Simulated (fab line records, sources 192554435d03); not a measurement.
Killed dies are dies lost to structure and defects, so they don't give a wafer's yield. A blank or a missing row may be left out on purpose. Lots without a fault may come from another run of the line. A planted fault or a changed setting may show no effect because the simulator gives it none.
A struck lot beside a sound one | flow n5_finfet | 24 steps out of a route of 1938
Sound: wafers L558.2, L558.4, L558.6. Struck: wafers L548.1, L548.2, L548.5. The cause comes at the end.
At each step with rows: each side's tool, then ch and its chambers, then its first start. Under that, the readings that differ: sound wafers | struck wafers | difference of the means | sigmas: that difference in standard deviations of wafers without a fault.
alike: readings whose means differ by less than 2 such deviations, and words and numbers that are the same on both sides. not compared: withheld readings, readings that some wafer has no value for, bounds like >300 that may hide the same value, and numbers for which the record gives no deviation and whose values overlap.
The two part at a step that has a row with sigmas, a row that says differs or no value, or rows on one side only. Numbers that don't overlap but have no deviation are shown without sigmas and don't part them. A reading that every wafer of one side lacks parts them only if that side has two wafers or more.

first, 11 steps without rows for these wafers: N5_BEOL_M4_DESCUM_16 (chemistry O2, time 7 s); N5_BEOL_M4_ETCH_74 (etches underlayer in N2/H2, target depth 6.5 nm, time 5.2 s); N5_BEOL_M4_ETCH_63 (etches SiARC in CF4, target depth 15.6 nm, time 26 s); N5_BEOL_M4_ETCH_64 (etches SOC in N2/H2, target depth 75 nm, overetch 22.5 nm, time 121.9 s); N5_BEOL_M4_STRIP_65 (strips in N2/H2); N5_BEOL_M4_STRIP_75 (strips in N2/H2); N5_BEOL_M4_STRIP_66 (strips in CF4); N5_BEOL_M4_HM_OPEN_17 (chemistry Cl2/BCl3, target TiN, target depth 20 nm, overetch 6 nm); N5_BEOL_M4_STRIP_19 (strips in O2); N5_BEOL_M4_COAT_67 (time 60 s, resist thk 60 nm); N5_BEOL_M4_COAT_68 (time 60 s, resist thk 12 nm).
N5_BEOL_M4_COAT_76: time 60 s, resist thk 5 nm.
  sound on litho_track-04 ch 0, day 11 11:10; struck on litho_track-05 ch 0, day 9 08:14
  reading              | sound                | struck               | difference | sigmas
  spin_speed_rpm (rpm) | 1500.2 1500.4 1499.8 | 1642.5 1643.2 1642.0 | +142.4     | +99 or more
  alike: chill_plate_temp_C, heater_power_total_W
then, 7 steps without rows for these wafers: N5_BEOL_M4_COAT_22 (resist thk 30 nm); N5_BEOL_M4_EBR_24; N5_BEOL_M4_SOFTBAKE_23 (time 60 s); N5_BEOL_M4_EXPOSE_25 (exposes mask V3, defocus 5 nm); N5_BEOL_M4_PEB_26 (peb time 60 s); N5_BEOL_M4_DEVELOP_27 (develop time 30 s); N5_BEOL_M4_DESCUM_33 (chemistry O2, time 7 s).
N5_BEOL_M4_ETCH_77: etches underlayer in N2/H2, target depth 6.5 nm, time 5.2 s.
  sound on rie_diel-01 ch 0,1, day 11 12:17; struck on rie_diel-05 ch 0,1,3, day 9 08:47
  reading                                      | sound            | struck           | difference | sigmas
  oes_product_au (a.u.)                        | 0.75 0.81 0.81   | 0.63 0.58 0.58   | -0.19      | -3
  model.CAR-EUV_of_BEOL_M4_COAT_22.thk_nm (nm) | 20.2 20.2 20.2   | 20.6 20.6 20.6   | +0.4       |
  model.etch.depth_nm (nm)                     | 5.026 5.02 5.017 | 4.768 4.77 4.775 | -0.250     |
  alike: drypump_motor_current_A, etch_rf_on_time_s, rf_vpp_V, showerhead_plenum_p_Torr, throttle_valve_pct
  not compared: rf_hours_counter_h
N5_BEOL_M4_ETCH_69: etches SiARC in CF4, target depth 15.6 nm, time 26 s.
  sound on rie_diel-01 ch 0,1, day 11 12:18; struck on rie_diel-05 ch 0,1,3, day 9 08:49
  reading                                      | sound          | struck         | difference | sigmas
  etch_rf_on_time_s (s)                        | 25.4 25.1 25.1 | 27.5 27.2 26.8 | +2.0       | +2
  oes_product_au (a.u.)                        | 0.76 0.83 0.83 | 0.63 0.57 0.58 | -0.21      | -3
  model.CAR-EUV_of_BEOL_M4_COAT_22.thk_nm (nm) | 11 11 11       | 11.4 11.4 11.4 | +0.4       |
  alike: drypump_motor_current_A, rf_vpp_V, showerhead_plenum_p_Torr, throttle_valve_pct
  not compared: rf_hours_counter_h
then, 1 step without rows for these wafers: N5_BEOL_M4_ALD_98 (deposits SiO2, target thk 2.5 nm, pulse time 1 s, co reactant pulse time 1 s).
N5_BEOL_M4_RC_MEAS_101:
  sound on prober-01 ch 0, day 11 18:34; struck on prober-02 ch 0, day 9 14:39
  alike: DIBL_N, DIBL_P, IOFF_N, IOFF_P, ION_N, ION_P, SS_N, SS_P, VT_N, VT_P
-- the record jumps here: 4 days lie between the struck wafers' starts before and after (it left off in module BEOL_M4 and takes up again in module PASSIVATION, whose first step shown is number 1936 of the route) --
N5_PASSIVATION_PROBE_49:
  sound on prober-01, day 15 15:50; struck on prober-01, day 13 22:30
  alike: defect_limited_yield, killed_at_M0_to_M3, killed_at_M4_up, killed_at_contacts, killed_at_front_end, killed_at_other, killed_dies, killed_on_rim, killed_open, killed_short, sort_bin_5_function, sort_bin_6_memory, sort_bin_8_speed, sort_n_pass, sort_yield_pct

WHERE THEY PART
First at N5_BEOL_M4_COAT_76; last, within this record, at N5_BEOL_M4_ETCH_69. Later steps at which nothing parts them and some readings are alike: N5_BEOL_M4_RC_MEAS_101, N5_PASSIVATION_PROBE_49.

WHY: what the simulator had put in
Process parameter drift: litho_track-05, from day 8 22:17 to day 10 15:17, at N5_BEOL_M4_COAT_76. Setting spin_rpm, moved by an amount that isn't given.
